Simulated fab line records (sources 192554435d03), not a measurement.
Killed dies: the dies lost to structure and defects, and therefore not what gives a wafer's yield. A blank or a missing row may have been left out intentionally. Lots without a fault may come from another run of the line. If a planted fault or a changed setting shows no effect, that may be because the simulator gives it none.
Split-lot study -- flow n5Finfet -- route with 1938 steps; 7 lots, 39 wafers read

ON THE SPLIT
At N5_GATE_CUT_ETCH_58 (etches SiNx in CH3F/O2, target depth 17 nm, time 128.6 s), the setting timeS was moved away from the recipe's 128.6 s on 12 of the 39 wafers read, by -20.3% to +21.5%. All remaining wafers had this setting at the recipe value.

The reading comes from the split's own step.

THE READING
SiNx_of_SDB_ALD_29.thkNm (the simulator's own value, which no gauge read), in nm, at N5_GATE_CUT_ETCH_58 (etches SiNx in CH3F/O2, target depth 17 nm, time 128.6 s). The file does not state a usual value for it. Across the 27 wafers here that went through the recipe, the average is 24.5 nm and the standard deviation 0.11 nm.

wafer,"tool, chamber at the split","timeS as run, s",against the recipe,"SiNx_of_SDB_ALD_29.thkNm, nm",against lot-mates on the recipe
L076.1,"rieDiel-03, 0",128.6,recipe,24.6,-
L076.2,"rieDiel-03, 2",128.6,recipe,24.6,-
L076.3,"rieDiel-03, 1",156.2,+21.5%,24,-0.6
L076.4,"rieDiel-03, 3",156.2,+21.5%,24,-0.6
L076.5,"rieDiel-03, 0",128.6,recipe,24.6,-
L076.6,"rieDiel-03, 3",156.2,+21.5%,24,-0.6
L078.1,"rieDiel-03, 2",155.1,+20.6%,24,-0.6
L078.2,"rieDiel-03, 0",155.1,+20.6%,24,-0.6
L078.3,"rieDiel-03, 1",155.1,+20.6%,24.2,-0.4
L078.4,"rieDiel-03, 3",128.6,recipe,24.6,-
L078.5,"rieDiel-03, 0",128.6,recipe,24.6,-
L078.6,"rieDiel-03, 1",128.6,recipe,24.6,-
L086.1,"rieDiel-03, 3",128.6,recipe,24.4,-
L086.2,"rieDiel-03, 0",128.6,recipe,24.4,-
L086.3,"rieDiel-03, 1",128.6,recipe,24.4,-
L086.4,"rieDiel-03, 2",128.6,recipe,24.6,-
L086.5,"rieDiel-03, 3",128.6,recipe,24.4,-
L086.6,"rieDiel-03, 0",128.6,recipe,24.4,-
L089.1,"rieDiel-04, 3",113.9,-11.4%,25,+0.3
L089.2,"rieDiel-04, 1",128.6,recipe,24.8,-
L089.3,"rieDiel-04, 0",128.6,recipe,24.6,-
L089.4,"rieDiel-04, 2",128.6,recipe,24.6,-
L089.5,"rieDiel-04, 0",113.9,-11.4%,25,+0.3
L089.6,"rieDiel-04, 3",113.9,-11.4%,24.8,+0.1
L092.1,"rieDiel-03, 1",128.6,recipe,24.4,-
L092.2,"rieDiel-03, 3",128.6,recipe,24.4,-
L092.3,"rieDiel-03, 0",128.6,recipe,24.4,-
L092.4,"rieDiel-03, 3",128.6,recipe,24.6,-
L092.5,"rieDiel-03, 0",128.6,recipe,24.4,-
L092.6,"rieDiel-03, 1",128.6,recipe,24.4,-
L095.2,"rieDiel-03, 3",128.6,recipe,24.6,-
L095.4,"rieDiel-03, 3",128.6,recipe,24.6,-
L095.5,"rieDiel-03, 1",128.6,recipe,24.4,-
L097.1,"rieDiel-03, 1",102.5,-20.3%,25,+0.4
L097.2,"rieDiel-03, 2",102.5,-20.3%,25.2,+0.6
L097.3,"rieDiel-03, 0",128.6,recipe,24.6,-
L097.4,"rieDiel-03, 1",128.6,recipe,24.6,-
L097.5,"rieDiel-03, 2",102.5,-20.3%,25,+0.4
L097.6,"rieDiel-03, 0",128.6,recipe,24.6,-

FIT RESULTS
A straight line over all 39 wafers: SiNx_of_SDB_ALD_29.thkNm changes by -0.0256 nm for each +1% of timeS; r = -0.93; the points scatter about the line by 0.11 nm.
The same after taking each lot's own level away (the mean of its wafers on the recipe; 39 wafers): -0.0254 nm for each +1%; r = -0.96; scatter 0.076 nm.
According to that fit, moving timeS by its largest amount changes the reading by 0.55 nm.
Across the lots, their own levels run from 24.43 to 24.67 nm, a range of 2.1 times the standard deviation given above.
Consequently the slope shifts little with the lot-to-lot level, the two slopes agreeing.
Check: -0.549 nm against its lot-mates is what the line predicts for one of the wafers moved furthest among these (+21.5%) when that wafer is left out of the fit. It came out at -0.6 nm against them.

ADDITIONAL SPLITS CARRIED BY THESE WAFERS
Other splits were also applied to these wafers ahead of the reading. Each is held against what the fit with the lots' levels taken away leaves over:
other split on the same wafers,wafers away from the commonest value,r with SiNx_of_SDB_ALD_29.thkNm (lot level and that fit taken away)
N5_FIN_SAQP_ETCH_52 sourceW,15,+0.12
N5_SD_EPI_P_EPI_21 tempC,15,+0.29

THE WHOLE CHAIN: every reading that the file lists as answering this split, in the file's order
step,what it does,reading,change (the file's fit),r (the file's)
N5_GATE_CUT_ETCH_58,"etches SiNx in CH3F/O2, target depth 17 nm, time 128.6 s","etch.depthNm (the simulator's own value, which no gauge read)",+0.162 nm for each +1% of the setting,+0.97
N5_GATE_CUT_ETCH_58,"etches SiNx in CH3F/O2, target depth 17 nm, time 128.6 s","SiNx_of_SDB_ALD_29.thkNm (the simulator's own value, which no gauge read)",-0.0255 nm for each +1% of the setting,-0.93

THE FILE'S OWN FIT
SiNx_of_SDB_ALD_29.thkNm changes by -0.0255 nm for each +1% of timeS, r = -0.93.
